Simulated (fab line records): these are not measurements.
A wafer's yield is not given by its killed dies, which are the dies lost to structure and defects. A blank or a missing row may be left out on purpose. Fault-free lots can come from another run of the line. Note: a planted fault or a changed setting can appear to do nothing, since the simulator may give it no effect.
Which tool is to blame? ; flow nand harc ; 13 lots, 39 wafers sampled, at 3 steps of a route of 1302

## WHAT EACH GAUGE READ, for each wafer
NHARC_A_SGD_CUT_INSPECT_25.
lot;measured;on;raw defect count
L603;day 19 05:32;defect inspect-01;383 323 330
L604;day 19 21:58;defect inspect-02;271 325 342
L605;day 20 08:16;defect inspect-01;360 432 440
L607;day 20 23:03;defect inspect-02;438 505 443
L609;day 21 16:44;defect inspect-01;413 273 360
L608;day 21 16:47;defect inspect-02;333 357 486
L610;day 22 21:52;defect inspect-01;499 350 289
L612;day 23 18:51;defect inspect-01;488 348 413
L613;day 23 19:00;defect inspect-02;358 520 417
L622;day 27 18:40;defect inspect-02;414 520 400
L624;day 28 04:01;defect inspect-01;290 359 294
L626;day 28 15:07;defect inspect-01;349 307 279
L625;day 28 15:11;defect inspect-02;327 370 600

NHARC_A_SLIT_CD_MEAS_09: the cd target is 300 nm.
lot;measured;on;cd nm (nm)
L603;day 19 11:37;cd sem-02;301.3 300.5 300.9
L604;day 20 02:54;cd sem-02;300.6 301.8 301.7
L605;day 20 13:05;cd sem-02;301.0 300.7 300.5
L607;day 21 04:41;cd sem-01;301.0 301.5 301.2
L609;day 21 22:47;cd sem-01;300.6 299.8 299.9
L608;day 21 22:57;cd sem-03;301.3 300.6 300.9
L610;day 23 03:19;cd sem-03;300.1 300.2 300.8
L612;day 23 23:50;cd sem-02;300.8 299.8 299.4
L613;day 23 23:59;cd sem-01;300.9 301.1 301.4
L622;day 27 23:52;cd sem-02;300.9 300.9 300.7
L624;day 28 08:44;cd sem-01;301.2 302.1 300.7
L626;day 29 01:22;cd sem-02;300.3 301.3 300.4
L625;day 29 02:20;cd sem-03;299.3 299.8 300.7

NHARC_A_SLIT_CD_MEAS_21.
lot;measured;on;cd nm (nm)
L603;day 19 18:04;cd sem-03;290.0 290.4 289.6
L604;day 20 09:24;cd sem-02;289.4 289.7 290.7
L605;day 20 19:33;cd sem-01;289.5 289.3 289.5
L607;day 21 15:05;cd sem-01;290.8 288.2 288.8
L609;day 22 05:32;cd sem-03;290.5 289.0 290.6
L608;day 22 09:20;cd sem-03;290.2 289.0 288.6
L610;day 23 09:52;cd sem-02;290.0 288.2 290.8
L612;day 24 06:22;cd sem-02;288.9 290.5 289.3
L613;day 24 09:52;cd sem-03;290.5 289.9 289.4
L622;day 28 06:25;cd sem-02;290.6 289.4 288.9
L624;day 28 15:25;cd sem-01;290.8 288.4 288.3
L626;day 29 07:53;cd sem-02;289.7 289.1 288.3
L625;day 29 08:55;cd sem-01;288.4 289.0 288.9

## EACH LOT AND THE TOOL THAT RAN IT (in order: tool; ch and the chambers of the sampled wafers; start)
Record: no process step prior to these readings.

## AS READ BY THE TOOLS THEMSELVES (means over the sampled wafers that have a number; for cases with no such wafer, the mark the record gives instead)
The record holds no such reading with a usual standard deviation.

## THE ANSWER, worked out from the rows above alone
Rule: the usual values come from the lots themselves. Put in order of their means at a reading, lots are off if they are a third of the lots or fewer, leave a main group of 4 or more, and stand apart from it by a gap of 3 or more times the standard deviation of the main group's means; of several such gaps the widest counts. Not used: any main group whose means are identical at the precision the tables above print for the reading. A lot without any number at a reading at which 4 lots or more have one is off too. All remaining lots with rows at the step are treated as sound. After the gauges, taken in route order, come the tools' own readings; for these a lot's mean is taken, as printed above. At the first step where some lot is off, the reading lying furthest off is the one used; lots without a number count as furthest.
No lot is off at any reading shown: from this, nothing can be told.

## WHAT THE SIMULATOR HAD INSERTED
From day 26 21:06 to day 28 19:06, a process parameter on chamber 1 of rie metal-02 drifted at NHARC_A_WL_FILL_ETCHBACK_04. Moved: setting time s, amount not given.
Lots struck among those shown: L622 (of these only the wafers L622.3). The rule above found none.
